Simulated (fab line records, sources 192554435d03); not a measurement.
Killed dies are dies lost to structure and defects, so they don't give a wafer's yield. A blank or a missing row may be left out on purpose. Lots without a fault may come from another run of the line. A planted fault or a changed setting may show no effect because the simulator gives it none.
Split-lot experiment | flow n5_finfet | 7 lots, 21 wafers read, on a route of 1938 steps

THE SPLIT
At N5_MIM_BOT_ETCH_ETCH_00 (etches TiN in Cl2/BCl3, target depth 45.5 nm), the setting icp_w was moved away from the recipe's 1000 W on 5 of the 21 wafers read, by -17.1% to +16.3%. The other wafers ran this setting at the recipe's value.

The reading is taken at the split's own step.

THE READING
etch.depth_nm (the simulator's own value, which no gauge read), in nm, at N5_MIM_BOT_ETCH_ETCH_00 (etches TiN in Cl2/BCl3, target depth 45.5 nm). The file gives no usual value for it. The 16 wafers here that ran the recipe average 44.99 nm, standard deviation 0.73 nm.

wafer  | tool, chamber at the split | icp_w as run, W | against the recipe | etch.depth_nm, nm | against lot-mates on the recipe
L076.1 | rie_metal-03, 0            | 1000            | recipe             | 45.02             | -
L076.3 | rie_metal-03, 1            | 936.3           | -6.4%              | 42.4              | -2.47
L076.5 | rie_metal-03, 1            | 1000            | recipe             | 44.72             | -
L089.2 | rie_metal-01, 0            | 1000            | recipe             | 44.57             | -
L089.3 | rie_metal-01, 0            | 832.8           | -16.7%             | 38.04             | -7.10
L089.4 | rie_metal-01, 1            | 1000            | recipe             | 45.7              | -
L088.2 | rie_metal-01, 0            | 1000            | recipe             | 44.19             | -
L088.3 | rie_metal-01, 0            | 1000            | recipe             | 44.85             | -
L088.4 | rie_metal-01, 1            | 1000            | recipe             | 45.93             | -
L091.1 | rie_metal-01, 1            | 1000            | recipe             | 46.12             | -
L091.4 | rie_metal-01, 1            | 1000            | recipe             | 46.18             | -
L091.6 | rie_metal-01, 1            | 1000            | recipe             | 45.94             | -
L092.1 | rie_metal-02, 1            | 1000            | recipe             | 44.4              | -
L092.3 | rie_metal-02, 0            | 1000            | recipe             | 44.13             | -
L092.6 | rie_metal-02, 1            | 1000            | recipe             | 44.85             | -
L095.1 | rie_metal-02, 1            | 1000            | recipe             | 44.82             | -
L095.4 | rie_metal-02, 1            | 1000            | recipe             | 44.54             | -
L095.6 | rie_metal-02, 0            | 828.7           | -17.1%             | 37.66             | -7.02
L096.1 | rie_metal-03, 0            | 1163            | +16.3%             | 49.86             | +6.00
L096.3 | rie_metal-03, 0            | 1163            | +16.3%             | 50.15             | +6.29
L096.4 | rie_metal-03, 1            | 1000            | recipe             | 43.86             | -

THE FIT
A straight line over all 21 wafers: etch.depth_nm changes by +0.367 nm for each +1% of icp_w; r = +0.96; the points scatter about the line by 0.78 nm.
The same after taking each lot's own level away (the mean of its wafers on the recipe; 21 wafers): +0.397 nm for each +1%; r = +0.99; scatter 0.4 nm.
On that fit, the largest move of icp_w shifts the reading by 6.8 nm.
The lots' own levels span 43.860 to 46.080 nm, that is 3.0 times the standard deviation above.
So the lot-to-lot level changes the slope little: the two slopes agree.
Check: with one of the wafers moved furthest among these (-17.1%) left out of the fit, the line predicts -6.79 nm for it against its lot-mates. It came out at -7.02 nm against them.

OTHER SPLITS ON THESE WAFERS
These wafers also went through other splits before the reading. Each is held against what the fit with the lots' levels taken away leaves over:
other split on the same wafers    | wafers away from the commonest value | r with etch.depth_nm (lot level and that fit taken away)
N5_BEOL_M14_PEB_26 peb_temp_c     | 5                                    | +0.14
N5_BEOL_M15_TRENCH_ETCH_34 bias_w | 9                                    | -0.11
N5_MIM_BOT_ETCH_ETCH_04 time_s    | 7                                    | -0.37

THE FILE'S OWN FIT
etch.depth_nm changes by +0.404 nm for each +1% of icp_w, r = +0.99.
